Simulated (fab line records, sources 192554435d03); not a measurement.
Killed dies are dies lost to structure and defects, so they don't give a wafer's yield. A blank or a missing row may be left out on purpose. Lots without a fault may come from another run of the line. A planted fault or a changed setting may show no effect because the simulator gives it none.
Chamber matching | flow n5_finfet | N5_HKMG_FIN_ETCH_67 on rie_diel-02: 4 sister chambers
The step etches SOC in N2/H2, stops on TiN, target depth 388.9 nm. 8 wafers are shown with their chamber, then 7 later ones without.

WAFERS WITH THEIR CHAMBER
wafer  | chamber | showerhead_plenum_p_Torr (Torr) | drypump_motor_current_A (A)
L082.2 | 1       | 2.66                            | 5.4
L082.5 | 2       | 2.49                            | 5.8
L083.4 | 1       | 2.66                            | 5.4
L083.5 | 0       | 2.35                            | 6.4
L088.5 | 3       | 2.47                            | 6.0
L088.6 | 2       | 2.49                            | 5.8
L092.1 | 0       | 2.34                            | 6.3
L092.2 | 3       | 2.46                            | 5.9

WAFERS WITHOUT THEIR CHAMBER
wafer  | showerhead_plenum_p_Torr (Torr) | drypump_motor_current_A (A)
L092.6 | 2.34                            | 6.3
L095.1 | 2.65                            | 5.4
L095.2 | 2.46                            | 6.0
L095.4 | 2.33                            | 6.3
L097.1 | 2.48                            | 5.8
L097.3 | 2.46                            | 6.0
L097.5 | 2.64                            | 5.4

WHICH CHAMBER EACH WENT THROUGH
wafer  | from the rows above | in truth
L092.6 | 0                   | 0
L095.1 | 1                   | 1
L095.2 | 3                   | 3
L095.4 | 0                   | 0
L097.1 | 2                   | 2
L097.3 | 3                   | 3
L097.5 | 1                   | 1
Placed correctly: 7 of 7. Can't be placed from these rows: 0. Placed wrongly: 0.
How it was worked out, from the rows above alone: a wafer's distance from a chamber is the root of the sum, over the readings, of the square of ((its reading less the chamber's mean) divided by the reading's scatter). The wafer belongs to the nearest chamber; if the next one is less than 2 further off, it can't be placed. A chamber's mean is the mean of its shown wafers. The scatter: the root of (the sum of the squares of (reading less its chamber's mean) over the shown wafers, divided by (wafers less chambers)).
